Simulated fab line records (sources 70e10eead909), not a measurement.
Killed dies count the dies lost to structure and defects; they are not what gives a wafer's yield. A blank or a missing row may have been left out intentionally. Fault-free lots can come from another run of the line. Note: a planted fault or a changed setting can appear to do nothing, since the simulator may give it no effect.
The tool behind it: which one? :: flow nand harc :: 14 lots with 42 wafers sampled at 4 steps, on a route of 1159 steps

## WHAT EACH GAUGE READ, for each wafer
NHARC_A_BONDPAD_THK_MEAS_20: measures by xrf. Usual: thk nm at 170.3 nm, with a standard deviation of 1.4.
lot: L271
measured: day 18 11:32
on: film metro-01
thk nm (nm): 170.0 167.8 173.7
flag: 

lot: L272
measured: day 18 13:05
on: film metro-02
thk nm (nm): 172.5 171.7 170.2
flag: 

lot: L273
measured: day 18 23:39
on: film metro-02
thk nm (nm): 173.2 171.2 169.1
flag: 

lot: L276
measured: day 19 18:38
on: film metro-02
thk nm (nm): 173.2 170.7 171.2
flag: 

lot: L278
measured: day 19 15:11
on: film metro-02
thk nm (nm): 169.8 169.7 168.9
flag: 

lot: L280
measured: day 20 11:38
on: film metro-02
thk nm (nm): 168.8 169.8 169.7
flag: 

lot: L279
measured: day 20 12:23
on: film metro-01
thk nm (nm): 168.6 168.4 171.0
flag: 

lot: L281
measured: day 20 16:34
on: film metro-02
thk nm (nm): 169.9 170.1 168.8
flag: 

lot: L283
measured: day 20 23:44
on: film metro-01
thk nm (nm): 171.6 172.4 171.5
flag: 

lot: L282
measured: day 20 19:40
on: film metro-01
thk nm (nm): 169.3 168.1 172.1
flag: 

lot: L285
measured: day 21 08:23
on: film metro-01
thk nm (nm): 170.6 171.7 169.3
flag: 

lot: L284
measured: day 21 07:02
on: film metro-02
thk nm (nm): 172.0 170.5 170.2
flag: 

lot: L292
measured: day 23 09:46
on: film metro-02
thk nm (nm): 171.0 171.0 170.0
flag: 

lot: L293
measured: day 23 06:32
on: film metro-02
thk nm (nm): 166.6 170.8 170.9
flag: 

NHARC_END_SORT_01. Usual: killed at array 27, standard deviation 11; killed at other 0.8, standard deviation 1.4; killed at periphery 3.3, standard deviation 2; killed dies 31, standard deviation 11; killed open 3.4, standard deviation 1.8; killed short 2.1, standard deviation 1.3.
lot: L292
measured: day 24 15:59
on: prober-02
killed at array: 114 109 119
killed at other: 0 0 1
killed at periphery: 3 4 2
killed dies: 117 113 122
killed open: 4 2 5
killed short: 1 2 1
flag: OFF

lot: L293
measured: day 24 16:50
on: prober-01
killed at array: 131 127 135
killed at other: 0 0 1
killed at periphery: 3 4 3
killed dies: 134 131 139
killed open: 4 6 3
killed short: 3 2 6
flag: OFF

## WHAT TOOL EACH LOT RAN ON (gives the tool, then ch and the chambers of the sampled wafers, and finally the start)
lot: L271
NHARC_A_ONON_D1_DEP_12: pecvd onon-04 ch 0, day 7 14:02
NHARC_A_BONDPAD_PVD_27: pvd sputter-01, day 18 11:32 or earlier

lot: L272
NHARC_A_ONON_D1_DEP_12: pecvd onon-04 ch 0, day 8 02:00
NHARC_A_BONDPAD_PVD_27: pvd sputter-03, day 18 13:05 or earlier

lot: L273
NHARC_A_ONON_D1_DEP_12: pecvd onon-01 ch 0, day 8 06:03
NHARC_A_BONDPAD_PVD_27: pvd sputter-03, day 18 23:39 or earlier

lot: L276
NHARC_A_ONON_D1_DEP_12: pecvd onon-03 ch 0, day 9 07:01
NHARC_A_BONDPAD_PVD_27: pvd sputter-03, day 19 18:38 or earlier

lot: L278
NHARC_A_ONON_D1_DEP_12: pecvd onon-03 ch 0, day 9 07:26
NHARC_A_BONDPAD_PVD_27: pvd sputter-02, day 19 15:11 or earlier

lot: L280
NHARC_A_ONON_D1_DEP_12: pecvd onon-01 ch 0, day 10 01:48
NHARC_A_BONDPAD_PVD_27: pvd sputter-01, day 20 11:38 or earlier

lot: L279
NHARC_A_ONON_D1_DEP_12: pecvd onon-03 ch 0, day 10 01:59
NHARC_A_BONDPAD_PVD_27: pvd sputter-01, day 20 12:23 or earlier

lot: L281
NHARC_A_ONON_D1_DEP_12: pecvd onon-03 ch 0, day 10 11:20
NHARC_A_BONDPAD_PVD_27: pvd sputter-01, day 20 16:34 or earlier

lot: L283
NHARC_A_ONON_D1_DEP_12: pecvd onon-03 ch 0, day 10 20:11
NHARC_A_BONDPAD_PVD_27: pvd sputter-01, day 20 23:44 or earlier

lot: L282
NHARC_A_ONON_D1_DEP_12: pecvd onon-04 ch 0, day 10 20:14
NHARC_A_BONDPAD_PVD_27: pvd sputter-01, day 20 19:40 or earlier

lot: L285
NHARC_A_ONON_D1_DEP_12: pecvd onon-03 ch 0, day 11 10:01
NHARC_A_BONDPAD_PVD_27: pvd sputter-02, day 21 08:23 or earlier

lot: L284
NHARC_A_ONON_D1_DEP_12: pecvd onon-01 ch 0, day 11 10:04
NHARC_A_BONDPAD_PVD_27: pvd sputter-03, day 21 07:02 or earlier

lot: L292
NHARC_A_ONON_D1_DEP_12: pecvd onon-03 ch 0, day 12 17:02
NHARC_A_BONDPAD_PVD_27: pvd sputter-03, day 23 09:46 or earlier

lot: L293
NHARC_A_ONON_D1_DEP_12: pecvd onon-03 ch 0, day 12 22:56
NHARC_A_BONDPAD_PVD_27: pvd sputter-02, day 23 06:32 or earlier
- NHARC_A_ONON_D1_DEP_12: target thk 1000 nm.
- NHARC_A_BONDPAD_PVD_27: deposits Cu, target thk 30 nm, time 20.49 s.

## WHAT THE TOOLS THEMSELVES READ (means of the sampled wafers that have a number; where no wafer has one, the mark that the record gives instead)
NHARC_A_BONDPAD_PVD_27. Usual: throttle valve pct at 30.0 %, with a standard deviation of 0.76.
lot: L271
tool: pvd sputter-01
throttle valve pct (%): 29.7
flag: 

lot: L272
tool: pvd sputter-03
throttle valve pct (%): 30.5
flag: 

lot: L273
tool: pvd sputter-03
throttle valve pct (%): 29.8
flag: 

lot: L276
tool: pvd sputter-03
throttle valve pct (%): 30.5
flag: 

lot: L278
tool: pvd sputter-02
throttle valve pct (%): 29.2
flag: 

lot: L280
tool: pvd sputter-01
throttle valve pct (%): 30.0
flag: 

lot: L279
tool: pvd sputter-01
throttle valve pct (%): 29.8
flag: 

lot: L281
tool: pvd sputter-01
throttle valve pct (%): 29.9
flag: 

lot: L283
tool: pvd sputter-01
throttle valve pct (%): 29.6
flag: 

lot: L282
tool: pvd sputter-01
throttle valve pct (%): 29.9
flag: 

lot: L285
tool: pvd sputter-02
throttle valve pct (%): 30.0
flag: 

lot: L284
tool: pvd sputter-03
throttle valve pct (%): 30.3
flag: 

lot: L292
tool: pvd sputter-03
throttle valve pct (%): 30.2
flag: 

lot: L293
tool: pvd sputter-02
throttle valve pct (%): 29.9
flag: 

## THE ANSWER, worked out from the rows above alone
Rule: lot off if the mean of its wafers having a number is beyond 3 standard deviations from the usual mean. Also off: a lot with no number at a reading for which 4 or more lots have one. Where the step has rows for the other lots, those lots are counted as sound. The gauges are gone through in route order, then the tools' own readings, and for those a lot's mean is taken as printed above. At the first step where some lot is off, the reading lying furthest off is the one used; lots without a number count as furthest.
Off: L292, L293, at NHARC_END_SORT_01 (killed at array). Neither off nor sound, because the step has no rows for them: L271, L272, L273, L276, L278, L280, L279, L281, L283, L282, L285, L284.
A tool fits if, at a process step before that reading, it ran every lot that is off, and no sound lot after the first of them. Those tools and the gauges at NHARC_END_SORT_01 are tried in the same way. NHARC_A_BONDPAD_PVD_27 gives no start for some lots, so the hours and the order of its lots are those of NHARC_A_BONDPAD_THK_MEAS_20. One fits: pecvd onon-03 at NHARC_A_ONON_D1_DEP_12. It ran no sound lot before its first lot that is off in this sample, so the start can't be narrowed down.

## WHAT THE SIMULATOR HAD INSERTED
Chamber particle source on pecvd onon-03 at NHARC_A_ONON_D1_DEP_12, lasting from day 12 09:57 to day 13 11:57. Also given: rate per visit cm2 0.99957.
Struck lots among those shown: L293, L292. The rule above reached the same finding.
